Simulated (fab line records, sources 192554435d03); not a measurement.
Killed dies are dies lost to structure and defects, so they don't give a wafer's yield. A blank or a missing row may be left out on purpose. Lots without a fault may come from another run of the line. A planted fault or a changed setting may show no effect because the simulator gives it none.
Which tool did it? | flow n5_finfet | 11 lots, 33 wafers sampled, at 1 step of a route of 1938

WHAT THE GAUGES READ, wafer by wafer
N5_BEOL_M12_THK_MEAS_50: measures by xrf. Usual: M12_THK 320 nm, standard deviation 5.7.
lot  | measured     | on            | M12_THK (nm) | flag
L748 | day 11 01:12 | film_metro-02 | 328 324 308  |
L749 | day 11 16:46 | film_metro-02 | 319 324 322  |
L750 | day 11 21:02 | film_metro-01 | 316 317 318  |
L752 | day 12 04:55 | film_metro-02 | 311 325 319  |
L754 | day 13 04:37 | film_metro-01 | 318 319 322  |
L758 | day 14 00:40 | film_metro-02 | 316 328 328  |
L763 | day 15 11:21 | film_metro-01 | 319 322 324  |
L762 | day 15 12:16 | film_metro-02 | 312 326 322  |
L765 | day 15 22:39 | film_metro-01 | 306 318 316  |
L766 | day 16 15:40 | film_metro-02 | 330 329 324  |
L768 | day 17 02:50 | film_metro-01 | 323 313 320  |

WHICH TOOL RAN EACH LOT (tool, then ch and the chambers of the sampled wafers, then the start)
The record holds no process step before these readings.

WHAT THE TOOLS THEMSELVES READ (means of the sampled wafers that have a number; where no wafer has one, the mark that the record gives instead)
The record holds no such reading with a usual standard deviation.

THE ANSWER, worked out from the rows above alone
Rule: a lot is off if the mean of its wafers that have a number lies more than 3 standard deviations from the usual mean. A lot without any number at a reading at which 4 lots or more have one is off too. The other lots that the step has rows for count as sound. The gauges are gone through in route order, then the tools' own readings, and for those a lot's mean is taken as printed above. The first step at which some lot is off is used, and at that step the reading that is off furthest; a lot without a number counts as furthest.
No lot is off at any reading shown: from this, nothing can be told.

WHAT THE SIMULATOR HAD PUT IN
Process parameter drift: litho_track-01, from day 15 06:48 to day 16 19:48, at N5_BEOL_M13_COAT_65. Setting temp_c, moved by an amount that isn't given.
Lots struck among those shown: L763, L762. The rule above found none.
